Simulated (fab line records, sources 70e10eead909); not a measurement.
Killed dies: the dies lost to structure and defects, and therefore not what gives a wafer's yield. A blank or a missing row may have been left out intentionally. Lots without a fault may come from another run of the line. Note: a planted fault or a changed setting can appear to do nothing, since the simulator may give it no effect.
Chamber matching ; flow nand-harc ; rie-diel-12 running NHARC_A_SLIT_ETCH_24: 4 sister chambers
The step etches the open film in CF4/CHF3, target depth 121 nm, time 60.5 s. 16 wafers are shown with their chamber, then 8 later ones without.

== WAFERS, EACH WITH ITS CHAMBER ==
wafer;chamber;drypump-motor-current-A (A);rf-vpp-V (V);throttle-valve-pct (%)
L074.3;2;5.4;368.4;16.796
L074.4;3;5.7;373.4;16.800
L074.5;2;5.4;367.8;16.806
L080.1;2;5.4;367.5;16.804
L080.2;3;5.7;373.0;16.800
L080.4;1;5.0;370.9;16.800
L079.2;0;6.4;373.3;16.800
L079.5;0;6.4;374.8;16.817
L079.6;1;5.0;371.3;16.804
L082.1;0;6.4;373.4;16.809
L082.5;1;5.0;371.9;16.796
L082.6;2;5.4;367.4;16.810
L083.1;1;4.9;371.5;16.795
L083.3;3;5.7;372.6;16.812
L083.4;0;6.4;372.1;16.813
L085.3;0;6.4;373.1;16.812

SIGNATURES (means of the wafers above)
reading;chamber 0;chamber 1;chamber 2;chamber 3;scatter within a chamber
drypump-motor-current-A;6.400;4.975;5.400;5.700;0.025
rf-vpp-V;373.340;371.400;367.775;373.000;0.657
throttle-valve-pct;16.81020;16.79875;16.80400;16.80400;0.00587
Rule: for each reading, subtract the chamber's mean from the wafer's reading, divide by that reading's scatter and square the result; add these up over the readings and take the root, which gives the wafer's distance from the chamber. If the next closest chamber is less than 2 further off than the closest, the wafer can't be placed; otherwise it belongs to the closest. How the scatter is found: for the shown wafers, subtract from each reading the mean of its chamber, square and add these, divide the total by (wafers less chambers), then take the root.

== WAFERS WITH NO CHAMBER GIVEN ==
wafer;drypump-motor-current-A (A);rf-vpp-V (V);throttle-valve-pct (%)
L085.4;6.4;372.4;16.788
L085.5;5.7;373.1;16.820
L089.2;4.9;371.9;16.793
L089.3;6.4;374.0;16.801
L089.6;5.7;375.1;16.797
L090.1;6.4;373.0;16.816
L090.3;5.4;366.7;16.796
L090.6;5.7;372.6;16.814

== THE CHAMBER EACH PASSED THROUGH ==
wafer;from the rows above;in truth
L085.4;0;0
L085.5;3;3
L089.2;1;1
L089.3;0;0
L089.6;3;3
L090.1;0;0
L090.3;2;2
L090.6;3;3
Correctly placed: 8 of 8. Not placeable from these rows: 0. Wrongly placed: 0.
